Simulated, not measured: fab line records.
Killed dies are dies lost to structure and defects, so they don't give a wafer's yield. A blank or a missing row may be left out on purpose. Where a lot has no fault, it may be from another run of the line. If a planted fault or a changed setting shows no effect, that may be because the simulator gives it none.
Chamber matching :: flow n5 finfet :: 3 sister chambers for N5_BEOL_M4_DEP_57 on pecvd-01
The step deposits SiCN from 3MS/NH3, target thk 8 nm, time 14 s. 6 wafers are shown with their chamber, then 7 later ones without.

## WAFERS PAIRED WITH THEIR CHAMBERS
wafer: L079.6
chamber: 1
showerhead plenum p Torr (Torr): 3.627
throttle valve pct (%): 10.4

wafer: L082.1
chamber: 1
showerhead plenum p Torr (Torr): 3.633
throttle valve pct (%): 9.8

wafer: L089.3
chamber: 2
showerhead plenum p Torr (Torr): 3.650
throttle valve pct (%): 8.8

wafer: L089.5
chamber: 0
showerhead plenum p Torr (Torr): 3.657
throttle valve pct (%): 9.0

wafer: L091.1
chamber: 0
showerhead plenum p Torr (Torr): 3.651
throttle valve pct (%): 8.7

wafer: L091.3
chamber: 2
showerhead plenum p Torr (Torr): 3.642
throttle valve pct (%): 8.8

## WAFERS WITH NO CHAMBER GIVEN
wafer: L091.5
showerhead plenum p Torr (Torr): 3.650
throttle valve pct (%): 8.8

wafer: L092.1
showerhead plenum p Torr (Torr): 3.663
throttle valve pct (%): 8.9

wafer: L092.2
showerhead plenum p Torr (Torr): 3.631
throttle valve pct (%): 10.2

wafer: L092.6
showerhead plenum p Torr (Torr): 3.628
throttle valve pct (%): 9.7

wafer: L094.1
showerhead plenum p Torr (Torr): 3.653
throttle valve pct (%): 9.1

wafer: L094.5
showerhead plenum p Torr (Torr): 3.633
throttle valve pct (%): 10.0

wafer: L094.6
showerhead plenum p Torr (Torr): 3.649
throttle valve pct (%): 8.9

## CHAMBER TAKEN BY EACH
wafer: L091.5
from the rows above: can't be placed: 2 or 0
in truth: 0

wafer: L092.1
from the rows above: can't be placed: 0 or 2
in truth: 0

wafer: L092.2
from the rows above: 1
in truth: 1

wafer: L092.6
from the rows above: 1
in truth: 1

wafer: L094.1
from the rows above: can't be placed: 0 or 2
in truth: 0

wafer: L094.5
from the rows above: 1
in truth: 1

wafer: L094.6
from the rows above: can't be placed: 2 or 0
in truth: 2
Placed correctly: 3 of 7. These rows do not allow placing 4 (true chamber among the candidates in 4). Number placed wrongly: 0.
How it was worked out, from the rows above alone: a wafer's distance from a chamber is the root of the sum, over the readings, of the square of ((its reading less the chamber's mean) divided by the reading's scatter). The wafer belongs to the nearest chamber; if the next one is less than 2 further off, it can't be placed. For every chamber, the mean is computed from those of its wafers that are shown. How the scatter is found: for the shown wafers, subtract from each reading the mean of its chamber, square and add these, divide the total by (wafers less chambers), then take the root.
